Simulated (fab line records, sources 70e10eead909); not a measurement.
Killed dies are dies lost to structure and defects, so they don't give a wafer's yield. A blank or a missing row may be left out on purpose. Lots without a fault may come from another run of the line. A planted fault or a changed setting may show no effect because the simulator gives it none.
Problem report in the 8D (eight disciplines) form, filled by code | flow nand_harc | the parts of the form that need people (team, actions taken, sign-off) are left out

1. THE PROBLEM
oes_product_au at NHARC_A_CONTACT_ETCH_98 reads a mean of 0.755 a.u. on 4 wafers of 2 lots; wafers without a fault read 0.958 a.u. with a standard deviation of 0.019. That is -11 standard deviations from the usual mean.
The step: etches the open film in C4F6/O2, target depth 20 nm, time 10 s.
First seen on wafer L924.4, day 28 00:27, on rie_diel-13. The record holds 42 wafers of 14 lots with a number at this step. Rule for "out", or "out of limits": more than 4 standard deviations from the usual mean. The other wafers with a number count as sound.

2. WHAT IT IS AND WHAT IT IS NOT
question                    | is                             | is not
which readings at this step | oes_product_au                 | drypump_motor_current_A, rf_fwd_power_W, rf_vpp_V, showerhead_plenum_p_Torr, throttle_valve_pct
which lots                  | L924, L926                     | L911, L914, L915, L916, L918, L919, L920, L921, L928, L929, L933, L934
which wafers of those lots  | L924.4, L924.6, L926.4, L926.6 | L924.5, L926.2
read on which tools         | rie_diel-13                    | rie_diel-02, rie_diel-05
when                        | from day 28 00:27              | up to then (25 sound wafers); but 13 sound wafers of L926, L928, L929, L933, L934 came after

3. SUSPECTS, AND WHAT RULES EACH OUT
Counting: a tool at a process step up to the reading stays a suspect if it ran every lot that is out. Sound lots after the first of them don't rule it out here, since some wafers of a struck lot are sound.
- rie_diel-13 at NHARC_A_CONTACT_ETCH_98 (etches the open film in C4F6/O2, target depth 20 nm, time 10 s): kept. It ran every lot that is out, first L924 (day 28 00:27); its last sound lot up to then is L921 (day 27 16:40). Its own readings are out on those wafers: oes_product_au.
- Within rie_diel-13 at NHARC_A_CONTACT_ETCH_98: the wafers that are out ran in chambers 0, 2; their sound lot-mates ran in chamber 1.
Left after counting: rie_diel-13 at NHARC_A_CONTACT_ETCH_98.

4. THE CAUSE (what the simulator had put in)
Process parameter drift: rie_diel-13, from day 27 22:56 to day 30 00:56, at NHARC_A_CONTACT_ETCH_98. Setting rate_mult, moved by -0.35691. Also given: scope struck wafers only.
Counting left only this tool.

5. THE CHAIN OF EFFECTS, in route order
Each row: a reading whose mean over the struck wafers that have a number lies more than 3 standard deviations from the usual. Only readings for which the record gives a usual standard deviation are gone through. hours: the time from each lot's start at the first step in this table that gives one to its start at this step, as a median over the lots. sigmas: the change in usual standard deviations.
hours | step                    | reading        | usual      | on struck wafers | change | sigmas
0     | NHARC_A_CONTACT_ETCH_98 | oes_product_au | 0.958 a.u. | 0.755            | -0.203 | -11
The process steps in it:
- NHARC_A_CONTACT_ETCH_98: etches the open film in C4F6/O2, target depth 20 nm, time 10 s.

6. WHAT WOULD HAVE CAUGHT IT SOONER
In this record the first reading out of limits was taken at day 28 00:27, 2 hours after the fault began at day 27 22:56.
